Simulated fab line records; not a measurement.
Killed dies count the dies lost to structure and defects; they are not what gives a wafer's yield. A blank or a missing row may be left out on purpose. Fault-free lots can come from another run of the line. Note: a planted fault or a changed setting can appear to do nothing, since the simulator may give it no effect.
Shared-tool check -- flow nand_harc -- Sampled: 14 lots, 48 wafers

WHY THIS WAS OPENED
Flagged at NHARC_A_ONON_D2_THK_MEAS_11: reading thk_nm, on 2 of 14 lots. Wafers without a fault read 1001 nm, standard deviation 11.
Rule: a lot is flagged in two cases, either no wafer of it has a number, or all its wafers with numbers fall more than 4 standard deviations from that mean. All remaining lots are regarded as sound.

lot,measured,on,"thk_nm (nm), wafer by wafer",flag
L729,day 13 00:26,film_metro-01,995 996 994,
L731,day 13 00:34,film_metro-02,992 990 990,
L735,day 14 17:13,film_metro-02,980 982 980,
L734,day 14 17:14,film_metro-01,999 998 998,
L736,day 15 20:30,film_metro-02,1013 1012 1013,
L737,day 16 00:50,film_metro-01,999 999 1001,
L738,day 16 05:22,film_metro-01,1003 1004 1004,
L740,day 16 19:31,film_metro-01,1022 1022 1024,
L739,day 16 19:38,film_metro-01,1016 1018 1017,
L741,day 17 05:44,film_metro-01,1014 1015 1014,
L742,day 18 06:26,film_metro-02,985 986 989,
L743,day 18 06:29,film_metro-01,1001 1000 1001,
L750,day 21 22:51,film_metro-02,1418 1417 1420 1417 1421 1421,FLAGGED
L752,day 22 11:36,film_metro-01,1420 1418 1420 1422 1418 1419,FLAGGED
The numbers of the flagged lots are 1419 nm on average: +418 nm against the usual, or +38 standard deviations.

EACH LOT AND THE TOOL IT RAN ON
Before the reading, the record contains 2 process steps out of a 1302-step route. In each cell: the tool, then ch and the chambers that the sampled wafers went through, then the start.
lot,flag,NHARC_A_CHANNEL_FILL_D1_STRIP_29,NHARC_A_ONON_D2_DEP_09
L729,,"rie_diel-11 ch 0,1,2, day 12 23:58 or earlier","pecvd_onon-03 ch 0, day 12 23:58"
L731,,"rie_diel-04 ch 0,3, day 13 00:07 or earlier","pecvd_onon-02 ch 0, day 13 00:07"
L735,,"rie_diel-11 ch 0,1,3, day 14 16:50 or earlier","pecvd_onon-02 ch 0, day 14 16:50"
L734,,"rie_diel-04 ch 0,2,3, day 14 16:43 or earlier","pecvd_onon-01 ch 0, day 14 16:43"
L736,,"rie_diel-11 ch 1,2,3, day 15 20:02 or earlier","pecvd_onon-03 ch 0, day 15 20:02"
L737,,"rie_diel-04 ch 0,1,2, day 16 00:20 or earlier","pecvd_onon-03 ch 0, day 16 00:20"
L738,,"rie_diel-03 ch 0,3, day 16 04:58 or earlier","pecvd_onon-01 ch 0, day 16 04:58"
L740,,"rie_diel-03 ch 0,1,2, day 16 19:07 or earlier","pecvd_onon-03 ch 0, day 16 19:07"
L739,,"rie_diel-04 ch 1,2,3, day 16 19:14 or earlier","pecvd_onon-01 ch 0, day 16 19:14"
L741,,"rie_diel-04 ch 2,3, day 17 05:17 or earlier","pecvd_onon-03 ch 0, day 17 05:17"
L742,,"rie_diel-04 ch 1,3, day 16 11:40","pecvd_onon-02 ch 0, day 18 05:58"
L743,,"rie_diel-03 ch 2,3, day 18 06:02 or earlier","pecvd_onon-01 ch 0, day 18 06:02"
L750,FLAGGED,"rie_diel-03 ch 0,2, day 21 22:23 or earlier","pecvd_onon-03 ch 0, day 21 22:23"
L752,FLAGGED,"rie_diel-11 ch 0,1,2, day 22 11:09 or earlier","pecvd_onon-03 ch 0, day 22 11:09"
What these steps do:
- NHARC_A_CHANNEL_FILL_D1_STRIP_29: strips in O2, time 20 s.
- NHARC_A_ONON_D2_DEP_09: target thk 1000 nm.
- NHARC_A_ONON_D2_THK_MEAS_11: measures by ellipsometry.

FLAGGED OVER TOTAL, TOOL BY TOOL (the gauges that took the reading come last)
step,tool,lots run,flagged,share of the flagged lots,sound lots run after its first flagged lot
NHARC_A_CHANNEL_FILL_D1_STRIP_29,rie_diel-03,4,1,some,0
NHARC_A_CHANNEL_FILL_D1_STRIP_29,rie_diel-04,6,0,none,-
NHARC_A_CHANNEL_FILL_D1_STRIP_29,rie_diel-11,4,1,some,0
NHARC_A_ONON_D2_DEP_09,pecvd_onon-01,4,0,none,-
NHARC_A_ONON_D2_DEP_09,pecvd_onon-02,3,0,none,-
NHARC_A_ONON_D2_DEP_09,pecvd_onon-03,7,2,all,0
NHARC_A_ONON_D2_THK_MEAS_11,film_metro-01,9,1,some,0
NHARC_A_ONON_D2_THK_MEAS_11,film_metro-02,5,1,some,0
NHARC_A_CHANNEL_FILL_D1_STRIP_29: start missing for some lots; hours and lot order therefore follow NHARC_A_ONON_D2_DEP_09.

WHAT THE TABLE ALLOWS
All flagged lots share 1 row of the table, namely pecvd_onon-03 at NHARC_A_ONON_D2_DEP_09.
- pecvd_onon-03 at NHARC_A_ONON_D2_DEP_09 ran 7 lots, 2 of them flagged. Last sound lot L741 at day 17 05:17, first flagged lot L750 at day 21 22:23; a fault beginning in between fits.
Left over: one tool, pecvd_onon-03 at NHARC_A_ONON_D2_DEP_09.

WHAT THE SIMULATOR HAD PUT IN
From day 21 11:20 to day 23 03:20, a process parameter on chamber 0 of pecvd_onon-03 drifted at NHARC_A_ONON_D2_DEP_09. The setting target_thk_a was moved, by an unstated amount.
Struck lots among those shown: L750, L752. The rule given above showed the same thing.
